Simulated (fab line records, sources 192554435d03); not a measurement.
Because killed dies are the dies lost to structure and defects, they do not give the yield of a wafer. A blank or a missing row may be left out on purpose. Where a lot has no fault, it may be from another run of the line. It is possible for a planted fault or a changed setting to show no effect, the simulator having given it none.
Chamber matching :: flow n5_finfet :: N5_HKMG_FIN_ALD_21 on ald_metal-01 has 4 sister chambers
The step deposits TiN, target thk 1.5 nm, pulse time 1 s, purge time 3 s. 4 wafers are shown with their chamber, then 8 later ones without.

== WAFERS, EACH WITH ITS CHAMBER ==
wafer: L083.4
chamber: 3
heater_power_w (W): 888

wafer: L084.1
chamber: 0
heater_power_w (W): 1068

wafer: L084.6
chamber: 2
heater_power_w (W): 985

wafer: L086.2
chamber: 1
heater_power_w (W): 850

== WAFERS WITH NO CHAMBER GIVEN ==
wafer: L086.5
heater_power_w (W): 882

wafer: L086.6
heater_power_w (W): 814

wafer: L087.1
heater_power_w (W): 874

wafer: L087.2
heater_power_w (W): 829

wafer: L087.6
heater_power_w (W): 1070

wafer: L089.3
heater_power_w (W): 1088

wafer: L089.4
heater_power_w (W): 1006

wafer: L089.5
heater_power_w (W): 994

== WHICH CHAMBER EACH ONE RAN IN ==
wafer: L086.5
from the rows above: can't be placed: 3 or 1
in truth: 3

wafer: L086.6
from the rows above: can't be placed: 1 or 3
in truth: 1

wafer: L087.1
from the rows above: can't be placed: 3 or 1
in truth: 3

wafer: L087.2
from the rows above: can't be placed: 1 or 3
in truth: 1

wafer: L087.6
from the rows above: 0
in truth: 0

wafer: L089.3
from the rows above: 0
in truth: 0

wafer: L089.4
from the rows above: 2
in truth: 2

wafer: L089.5
from the rows above: 2
in truth: 2
4 of 8 placed correctly. Not placeable from these rows: 4 (in 4, the candidates include the true chamber). Wrongly placed: 0.
How it was worked out, from the rows above alone: a wafer's distance from a chamber is the root of the sum, over the readings, of the square of ((its reading less the chamber's mean) divided by the reading's scatter). If the next closest chamber is less than 2 further off than the closest, the wafer can't be placed; otherwise it belongs to the closest. A chamber's mean is the mean of its shown wafers. The scatter (one wafer shown for each chamber): square how far every hidden wafer sits from the nearest shown wafer, average those squares and take the square root.
